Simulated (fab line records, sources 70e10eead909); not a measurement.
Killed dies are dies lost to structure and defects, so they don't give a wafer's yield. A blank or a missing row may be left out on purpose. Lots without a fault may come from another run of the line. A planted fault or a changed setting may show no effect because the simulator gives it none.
fab line records | flow nand_harc | part 1 of 2: steps 1 to 4 of 6
record lots=20 wafers=60 last_day=24
route steps=1159 shown A_STAIRCASE@596
lots that met no fault: from a run of the same line without faults
start_h: hours from the record's first day to the start of the lot's first wafer shown | wait_h: hours since the lot's step before | " the same as in the row above | L1.1+2: a row that stands for several wafers | - no value, or no start given | * or withheld: withheld | < > ~ a bound
route shown NAME@n: a module of which the file shows steps, and the number in the route of the first | usual: mean/standard deviation of fault-free wafers | same: alike in all rows | chamber/n: place in a boat | sites: the reading at each site | _std_site: their standard deviation | _edge_site: outer sites' mean less inner sites' | radius_mm: how far each site lies from the wafer's centre | mask NAME#n: copy n | behind: the tool/chamber that last shaped the wafer | hold: why the lot was held/for how many hours/how that ended | device: the transistor (n, p or np) that didn't switch | end of line: the same wafers' tests at the end of the route | a step without rows: its recipe alone | killed: dies lost to structure and defects at the first sort, not the wafer's yield | map: a wafer's dies, x killed, . not, _ none there
set.NAME: the setting as run; set.NAME@STEP: as run at that earlier step | model.NAME: the simulator's own value behind a step, which no gauge read
steps of the route over a sample of lots; a table a step, a row a wafer
services: from which hour (start_h, from the record's first day; less than 0 if before it) a tool's chamber was out of use, for how many hours, and why
## steps
# step NHARC_A_STAIRCASE_TRIM_202
# recipe time_s=211.2 o2_flow_sccm=500 ar_flow_sccm=0 bias_w=0 chemistry=O2
# usual drypump_motor_current_A=5.3/0.37 mfc_ar_sccm=0.014/0.012 oes_product_au=1.001/0.007 rf_vpp_V=58.1/0.97 showerhead_plenum_p_Torr=3.63/0.12 throttle_valve_pct=17.037/0.0088
# columns lot.wafer tool chamber start_h wait_h drypump_motor_current_A mfc_ar_sccm oes_product_au rf_hours_counter_h rf_vpp_V showerhead_plenum_p_Torr throttle_valve_pct
L075.2 rie_diel-07 2 - - 5.6 0.005 0.986 2 61.0 3.63 17.047
L075.1 " 3 " " 5.5 0 0.994 2 57.9 3.55 17.038
L075.5 " 2 " " 5.6 0.005 0.989 - 57.2 3.63 17.044
L074.4 rie_diel-06 3 - - 4.8 0.033 1.001 0 58.6 3.77 17.035
L074.1 " 0 " " 5.0 0.024 1.004 0 58.6 3.72 17.029
L074.6 " 3 " " 4.8 0.033 1.000 - 56.7 3.77 17.047
L078.2 rie_diel-06 0 - - 5.0 0.024 1.005 3 57.3 3.71 17.038
L078.3 " 1 " " 5.2 0.015 1.000 2 57.5 3.56 17.048
L078.1 " 2 " " 5.3 0 1.000 2 58.3 3.77 17.045
L076.4 rie_diel-07 3 - - 5.5 0 0.999 9 59.1 3.54 17.035
L076.1 " 1 " " 5.6 0.018 1.001 10 58.9 3.56 17.039
L076.6 " 3 " " 5.5 0 1.004 - 57.8 3.54 17.046
L077.2 rie_diel-07 3 - - 5.5 0 1.007 10 57.7 3.54 17.042
L077.1 " 1 " " 5.6 0.018 1.005 11 57.9 3.56 17.028
L077.6 " 3 " " 5.5 0 1.007 - 56.7 3.54 17.047
L079.4 rie_diel-02 3 - - 6.1 0 0.993 41 59.1 3.64 17.040
L079.2 " 0 " " 5.8 0 1.000 44 57.3 3.41 17.028
L079.6 " 3 " " 6.1 0 1.000 - 58.6 3.64 17.042
L081.1 rie_diel-02 2 - - 5.2 0 1.008 48 60.1 3.78 17.032
L081.2 " 0 " " 5.8 0 0.988 48 56.9 3.41 17.056
L081.6 " 2 " " 5.1 0 0.998 - 58.5 3.78 17.029
L080.3 rie_diel-06 2 - - 5.3 0 1.006 11 57.4 3.77 17.050
L080.4 " 3 " " 4.8 0.033 0.997 9 57.9 3.77 17.043
L080.5 " 0 " " 5.0 0.024 1.001 - 57.9 3.71 17.029
L083.3 rie_diel-06 3 - - 4.8 0.033 1.003 15 56.6 3.76 17.034
L083.1 " 2 " " 5.3 0 1.009 16 60.1 3.76 17.019
L083.5 " 3 " " 4.8 0.033 0.992 - 57.4 3.76 17.043
L084.3 rie_diel-06 2 - - 5.3 0 1.008 18 57.3 3.76 17.044
L084.5 " 3 " " 4.7 0.033 0.991 - 59.4 3.76 17.037
L084.6 " 0 " " 5.0 0.024 0.994 - 57.8 3.71 17.019
L087.2 rie_diel-07 3 - - 5.5 0 1.002 36 58.0 3.53 17.030
L087.1 " 2 " " 5.6 0.005 0.987 32 57.8 3.62 17.048
L087.4 " 2 " " 5.6 0.005 0.992 - 57.8 3.62 17.048
L086.4 rie_diel-06 0 - - 5.0 0.024 0.993 20 56.8 3.70 17.046
L086.1 " 1 " " 5.2 0.015 1.000 25 57.4 3.55 17.037
L086.2 " 2 " " 5.3 0 1.007 24 58.4 3.76 17.042
L085.3 rie_diel-02 3 - - 6.1 0 0.986 62 59.3 3.62 17.042
L085.1 " 1 " " 5.5 0.023 0.981 63 57.4 3.35 17.040
L085.5 " 3 " " 6.1 0 0.993 - 57.7 3.62 17.053
L088.3 rie_diel-06 0 - - 5.0 0.024 1.000 25 59.1 3.70 17.037
L088.1 " 1 " " 5.2 0.015 0.998 30 57.5 3.55 17.024
L088.4 " 3 " " 4.7 0.033 0.999 29 59.3 3.75 17.030
L090.1 rie_diel-07 1 - - 5.6 0.018 0.996 37 59.1 3.55 17.032
L090.4 " 2 " " 5.7 0.005 0.994 40 58.1 3.61 17.027
L090.3 " 0 " " 5.7 0.022 1.001 40 56.7 3.64 17.031
L091.3 rie_diel-06 1 - - 5.2 0.015 1.004 33 56.6 3.55 17.040
L091.1 " 2 " " 5.3 0 1.009 33 59.4 3.75 17.034
L091.2 " 0 " " 5.0 0.024 0.999 30 58.2 3.70 17.048
L092.1 rie_diel-06 3 - - 4.8 0.033 1.000 37 58.2 3.75 17.039
L092.4 " 2 " " 5.3 0 1.014 36 56.8 3.75 17.044
L092.5 " 0 " " 5.0 0.024 1.008 - 59.1 3.70 17.022
L095.2 rie_diel-02 1 - - 5.5 0.023 0.995 8 57.2 3.34 17.029
L095.1 " 2 " " 5.2 0 1.005 8 58.9 3.77 17.039
L095.3 " 0 " " 5.9 0 1.003 8 59.1 3.39 17.042
L096.3 rie_diel-02 0 - - 5.8 0 1.005 8 56.6 3.39 17.041
L096.4 " 1 " " 5.5 0.023 0.998 8 58.1 3.34 17.046
L096.1 " 3 " " 6.1 0 1.009 9 58.7 3.62 17.038
L094.4 rie_diel-07 2 - - 5.6 0.005 0.997 51 58.7 3.61 17.027
L094.3 " 0 " " 5.7 0.022 0.992 51 59.1 3.64 17.031
L094.6 " 1 " " 5.6 0.018 1.001 - 56.8 3.54 17.035
# step NHARC_A_STAIRCASE_TRIM_222
# recipe time_s=211.2 o2_flow_sccm=500 ar_flow_sccm=0 bias_w=0 chemistry=O2
# usual drypump_motor_current_A=5.5/0.36 mfc_ar_sccm=0.011/0.012 oes_product_au=1.000/0.0071 rf_vpp_V=57.9/0.86 showerhead_plenum_p_Torr=3.61/0.12 throttle_valve_pct=17.037/0.0087
# columns lot.wafer tool chamber start_h wait_h drypump_motor_current_A mfc_ar_sccm oes_product_au rf_hours_counter_h rf_vpp_V showerhead_plenum_p_Torr throttle_valve_pct
L075.1 rie_diel-02 3 - - 6.1 0 0.997 34 57.9 3.64 17.041
L075.2 " 1 " " 5.5 0.023 1.001 36 57.7 3.36 17.039
L075.5 " 3 " " 6.1 0 1.000 - 59.8 3.64 17.045
L074.4 rie_diel-02 1 - - 5.5 0.023 0.991 39 58.4 3.36 17.029
L074.1 " 2 " " 5.2 0 1.012 39 58.3 3.79 17.035
L074.6 " 3 " " 6.1 0 0.998 - 59.0 3.64 17.030
L078.1 rie_diel-07 2 - - 5.7 0.005 1.005 10 57.8 3.63 17.041
L078.2 " 3 " " 5.4 0 1.012 10 56.4 3.54 17.037
L078.3 " 0 " " 5.7 0.022 1.007 10 58.1 3.66 17.027
L076.1 rie_diel-06 0 - - 5.0 0.024 1.002 3 58.9 3.71 17.055
L076.4 " 1 " " 5.3 0.015 1.017 3 57.4 3.56 17.030
L076.6 " 0 " " 5.0 0.024 1.012 - 58.0 3.71 17.053
L077.2 rie_diel-06 3 - - 4.8 0.033 0.994 5 58.0 3.77 17.022
L077.1 " 1 " " 5.2 0.015 1.005 5 58.3 3.56 17.037
L077.6 " 3 " " 4.8 0.033 0.994 - 58.2 3.77 17.037
L079.4 rie_diel-06 0 - - 5.0 0.024 1.003 7 58.4 3.71 17.036
L079.2 " 2 " " 5.3 0 1.011 6 57.2 3.77 17.026
L079.6 " 1 " " 5.3 0.015 1.010 - 57.8 3.56 17.013
L080.4 rie_diel-06 0 - - 5.0 0.024 0.996 10 59.4 3.71 17.041
L080.3 " 1 " " 5.3 0.015 1.000 11 58.3 3.56 17.046
L080.5 " 0 " " 5.0 0.024 1.005 - 58.6 3.71 17.033
L081.2 rie_diel-07 3 - - 5.5 0 0.997 18 57.4 3.54 17.034
L081.1 " 1 " " 5.6 0.018 1.000 21 57.5 3.55 17.038
L081.6 " 1 " " 5.6 0.018 0.999 - 56.8 3.55 17.029
L083.1 rie_diel-07 1 - - 5.6 0.018 1.001 26 58.1 3.55 17.038
L083.3 " 3 " " 5.5 0 1.003 24 58.3 3.54 17.031
L083.5 " 2 " " 5.6 0.005 1.000 - 56.6 3.62 17.046
L084.3 rie_diel-07 1 - - 5.6 0.018 1.001 31 57.1 3.55 17.027
L084.6 " 0 " " 5.7 0.022 0.999 - 59.2 3.65 17.027
L084.5 " 1 " " 5.6 0.018 0.996 - 57.9 3.55 17.035
L087.2 rie_diel-06 2 - - 5.3 0 1.014 25 58.6 3.76 17.038
L087.1 " 3 " " 4.7 0.033 0.996 24 57.0 3.76 17.026
L087.4 " 1 " " 5.2 0.015 1.005 25 56.1 3.55 17.035
L086.2 rie_diel-07 0 - - 5.7 0.022 0.999 32 58.4 3.65 17.032
L086.1 " 3 " " 5.4 0 0.997 37 58.1 3.53 17.040
L086.4 " 2 " " 5.6 0.005 0.991 - 57.7 3.62 17.038
L085.1 rie_diel-06 1 - - 5.3 0.015 0.998 26 57.9 3.55 17.036
L085.3 " 3 " " 4.8 0.033 0.996 26 58.0 3.76 17.032
L085.5 " 2 " " 5.3 0 1.006 - 59.4 3.76 17.057
L088.1 rie_diel-07 2 - - 5.6 0.005 0.994 38 57.2 3.61 17.042
L088.3 " 3 " " 5.5 0 1.001 42 57.0 3.53 17.035
L088.4 " 3 " " 5.5 0 0.991 - 56.7 3.53 17.038
L090.1 rie_diel-07 0 - - 5.7 0.022 0.998 40 59.1 3.64 17.058
L090.3 " 2 " " 5.7 0.005 0.993 41 58.8 3.61 17.048
L090.4 " 3 " " 5.5 0 1.006 44 58.1 3.52 17.032
L091.3 rie_diel-02 0 - - 5.9 0 0.994 1 57.1 3.40 17.034
L091.1 " 1 " " 5.5 0.023 0.996 1 56.6 3.34 17.036
L091.2 " 2 " " 5.2 0 0.997 1 57.4 3.77 17.036
L092.1 rie_diel-07 2 - - 5.6 0.005 1.006 46 58.0 3.61 17.044
L092.4 " 3 " " 5.5 0 1.015 49 57.8 3.52 17.049
L092.5 " 3 " " 5.5 0 1.011 - 57.9 3.52 17.043
L095.1 rie_diel-02 3 - - 6.1 0 1.002 9 57.6 3.62 17.028
L095.2 " 0 " " 5.9 0 1.004 9 57.8 3.39 17.034
L095.3 " 2 " " 5.2 0 1.000 9 58.8 3.77 17.048
L096.1 rie_diel-02 1 - - 5.5 0.023 0.994 9 55.3 3.34 17.043
L096.3 " 2 " " 5.2 0 0.997 9 58.6 3.77 17.037
L096.4 " 0 " " 5.9 0 1.002 9 58.6 3.39 17.017
L094.3 rie_diel-06 0 - - 5.0 0.024 0.999 40 57.7 3.69 17.027
L094.4 " 3 " " 4.8 0.033 0.995 45 58.6 3.75 17.031
L094.6 " 0 " " 5.0 0.024 1.003 - 57.3 3.69 17.050
# step NHARC_A_STAIRCASE_ETCH_225
# recipe target_depth_a=1000 time_s=40.5 ion_energy_ev=400 c4f8_flow_sccm=20 o2_flow_sccm=10 ar_flow_sccm=withheld rf_w=600 bias_w=1000 chemistry=C4F8/O2
# usual oes_product_au=0.944/0.0098 rf_vpp_V=899/4.5
# columns lot.wafer tool chamber start_h wait_h oes_product_au rf_hours_counter_h rf_vpp_V
L075.2 rie_diel-02 1 - - 0.937 37 890
L075.1 " 2 " " 0.942 36 906
L075.5 " 2 " " 0.952 - 905
L074.1 rie_diel-02 3 - - 0.929 37 900
L074.4 " 1 " " 0.954 39 891
L074.6 " 3 " " 0.943 - 900
L078.1 rie_diel-07 1 - - 0.942 11 897
L078.3 " 2 " " 0.929 11 900
L078.2 " 0 " " 0.942 10 901
L076.1 rie_diel-06 0 - - 0.940 4 901
L076.4 " 1 " " 0.942 3 899
L076.6 " 2 " " 0.941 - 905
L077.1 rie_diel-06 0 - - 0.937 5 903
L077.2 " 1 " " 0.943 5 898
L077.6 " 3 " " 0.924 - 904
L079.2 rie_diel-06 1 - - 0.957 7 895
L079.4 " 3 " " 0.948 7 904
L079.6 " 2 " " 0.954 - 905
L080.3 rie_diel-06 3 - - 0.944 10 904
L080.4 " 1 " " 0.943 11 897
L080.5 " 3 " " 0.938 - 906
L081.1 rie_diel-07 1 - - 0.934 22 899
L081.2 " 2 " " 0.936 17 900
L081.6 " 3 " " 0.939 - 896
L083.3 rie_diel-07 1 - - 0.939 26 896
L083.1 " 0 " " 0.944 19 899
L083.5 " 2 " " 0.945 - 898
L084.3 rie_diel-07 2 - - 0.941 26 898
L084.6 " 3 " " 0.959 - 895
L084.5 " 0 " " 0.936 - 901
L087.1 rie_diel-06 1 - - 0.945 25 897
L087.2 " 2 " " 0.950 25 903
L087.4 " 0 " " 0.948 20 902
L086.1 rie_diel-07 2 - - 0.956 33 899
L086.2 " 3 " " 0.938 37 896
L086.4 " 2 " " 0.930 - 899
L085.3 rie_diel-06 3 - - 0.943 26 903
L085.1 " 2 " " 0.950 26 904
L085.5 " 0 " " 0.953 - 902
L088.1 rie_diel-07 3 - - 0.930 42 897
L088.3 " 0 " " 0.935 38 900
L088.4 " 0 " " 0.934 - 899
L090.3 rie_diel-07 3 - - 0.947 45 896
L090.1 " 0 " " 0.945 41 901
L090.4 " 1 " " 0.949 37 895
L091.1 rie_diel-02 3 - - 0.933 2 899
L091.3 " 0 " " 0.941 2 892
L091.2 " 1 " " 0.960 2 890
L092.1 rie_diel-07 0 - - 0.949 45 900
L092.4 " 1 " " 0.949 43 897
L092.5 " 2 " " 0.942 - 900
L095.3 rie_diel-02 1 - - 0.951 9 890
L095.2 " 3 " " 0.948 9 899
L095.1 " 0 " " 0.935 9 891
L096.3 rie_diel-02 1 - - 0.944 9 890
L096.1 " 2 " " 0.955 10 903
L096.4 " 0 " " 0.949 9 892
L094.4 rie_diel-06 3 - - 0.953 45 903
L094.3 " 0 " " 0.941 41 904
L094.6 " 1 " " 0.949 - 898
# step NHARC_A_STAIRCASE_TRIM_226
# recipe time_s=211.2 o2_flow_sccm=500 ar_flow_sccm=0 bias_w=0 chemistry=O2
# usual drypump_motor_current_A=5.4/0.37 mfc_ar_sccm=0.012/0.012 oes_product_au=1.001/0.0071 rf_vpp_V=58.0/0.85 showerhead_plenum_p_Torr=3.61/0.13 throttle_valve_pct=17.036/0.0099
# columns lot.wafer tool chamber start_h wait_h drypump_motor_current_A mfc_ar_sccm oes_product_au rf_hours_counter_h rf_vpp_V showerhead_plenum_p_Torr throttle_valve_pct
L075.1 rie_diel-02 3 - - 6.1 0 0.998 34 59.3 3.64 17.038
L075.2 " 1 " " 5.5 0.023 0.994 37 58.0 3.36 17.036
L075.5 " 3 " " 6.1 0 0.992 - 58.1 3.64 17.020
L074.1 rie_diel-02 3 - - 6.1 0 1.001 37 57.8 3.64 17.045
L074.4 " 1 " " 5.5 0.023 0.997 39 58.4 3.36 17.048
L074.6 " 0 " " 5.8 0 1.001 - 56.9 3.42 17.024
L078.2 rie_diel-07 0 - - 5.7 0.022 1.000 10 57.9 3.66 17.035
L078.1 " 1 " " 5.6 0.018 1.006 11 57.8 3.56 17.040
L078.3 " 2 " " 5.6 0.005 0.997 11 57.0 3.63 17.043
L076.1 rie_diel-06 3 - - 4.7 0.033 1.004 4 59.0 3.77 17.025
L076.4 " 1 " " 5.2 0.015 1.008 3 59.1 3.56 17.037
L076.6 " 3 " " 4.7 0.033 0.999 - 59.4 3.77 17.024
L077.1 rie_diel-06 1 - - 5.3 0.015 1.006 5 58.3 3.56 17.034
L077.2 " 2 " " 5.3 0 1.016 5 59.2 3.77 17.046
L077.6 " 1 " " 5.3 0.015 1.006 - 58.4 3.56 17.034
L079.2 rie_diel-06 3 - - 4.8 0.033 0.989 7 58.3 3.77 17.039
L079.4 " 2 " " 5.3 0 0.999 7 58.0 3.77 17.030
L079.6 " 0 " " 5.0 0.024 1.004 - 59.7 3.71 17.040
L080.3 rie_diel-06 2 - - 5.3 0 1.019 11 58.9 3.77 17.041
L080.4 " 3 " " 4.7 0.033 1.005 10 58.3 3.77 17.033
L080.5 " 1 " " 5.3 0.015 0.997 - 56.8 3.56 17.042
L081.1 rie_diel-07 2 - - 5.6 0.005 0.995 17 58.3 3.63 17.027
L081.2 " 1 " " 5.6 0.018 1.004 22 57.1 3.55 17.029
L081.6 " 3 " " 5.5 0 1.004 - 57.3 3.54 17.037
L083.1 rie_diel-07 0 - - 5.7 0.022 1.001 19 58.7 3.66 17.029
L083.3 " 1 " " 5.6 0.018 1.007 26 56.8 3.55 17.049
L083.5 " 0 " " 5.7 0.022 1.001 - 57.9 3.66 17.040
L084.3 rie_diel-07 1 - - 5.6 0.018 0.999 31 56.7 3.55 17.040
L084.5 " 2 " " 5.6 0.005 0.985 - 57.6 3.62 17.039
L084.6 " 3 " " 5.5 0 1.000 - 57.5 3.53 17.039
L087.1 rie_diel-06 3 - - 4.8 0.033 0.997 25 59.0 3.76 17.038
L087.2 " 0 " " 5.0 0.024 1.003 20 59.0 3.70 17.028
L087.4 " 1 " " 5.3 0.015 1.001 25 57.2 3.55 17.033
L086.2 rie_diel-07 0 - - 5.7 0.022 1.007 33 58.9 3.65 17.049
L086.1 " 2 " " 5.6 0.005 0.989 33 58.5 3.62 17.036
L086.4 " 2 " " 5.6 0.005 0.991 - 57.7 3.62 17.036
L085.1 rie_diel-06 3 - - 4.7 0.033 1.005 26 58.3 3.76 17.022
L085.3 " 0 " " 5.0 0.024 1.004 22 59.0 3.70 17.019
L085.5 " 2 " " 5.3 0 1.004 - 58.1 3.76 17.033
L088.3 rie_diel-07 2 - - 5.6 0.005 1.011 38 58.5 3.61 17.040
L088.1 " 0 " " 5.7 0.022 1.011 38 57.0 3.64 17.031
L088.4 " 2 " " 5.6 0.005 1.007 - 58.9 3.61 17.040
L090.4 rie_diel-07 1 - - 5.6 0.018 0.999 37 58.1 3.55 17.053
L090.1 " 3 " " 5.5 0 1.001 45 58.1 3.52 17.026
L090.3 " 0 " " 5.7 0.022 1.001 41 59.0 3.64 17.038
L091.1 rie_diel-02 3 - - 6.1 0 1.003 2 57.9 3.62 17.026
L091.2 " 0 " " 5.8 0 1.001 2 56.5 3.40 17.046
L091.3 " 1 " " 5.5 0.023 0.999 2 57.7 3.34 17.044
L092.4 rie_diel-07 2 - - 5.6 0.005 1.016 46 59.0 3.61 17.023
L092.1 " 0 " " 5.7 0.022 0.996 45 59.9 3.64 17.025
L092.5 " 2 " " 5.6 0.005 0.998 - 57.5 3.61 17.046
L095.2 rie_diel-02 3 - - 6.1 0 1.004 9 57.1 3.62 17.058
L095.3 " 0 " " 5.8 0 1.011 9 57.0 3.39 17.036
L095.1 " 2 " " 5.2 0 1.002 9 58.6 3.77 17.026
L096.4 rie_diel-02 3 - - 6.1 0 1.007 10 57.6 3.62 17.046
L096.3 " 0 " " 5.9 0 1.007 9 58.5 3.39 17.027
L096.1 " 1 " " 5.5 0.023 1.004 9 58.1 3.34 17.038
L094.4 rie_diel-06 3 - - 4.7 0.033 0.998 45 57.8 3.75 17.038
L094.3 " 0 " " 5.0 0.024 0.990 41 58.3 3.69 17.040
L094.6 " 0 " " 5.0 0.024 0.998 - 57.5 3.69 17.035
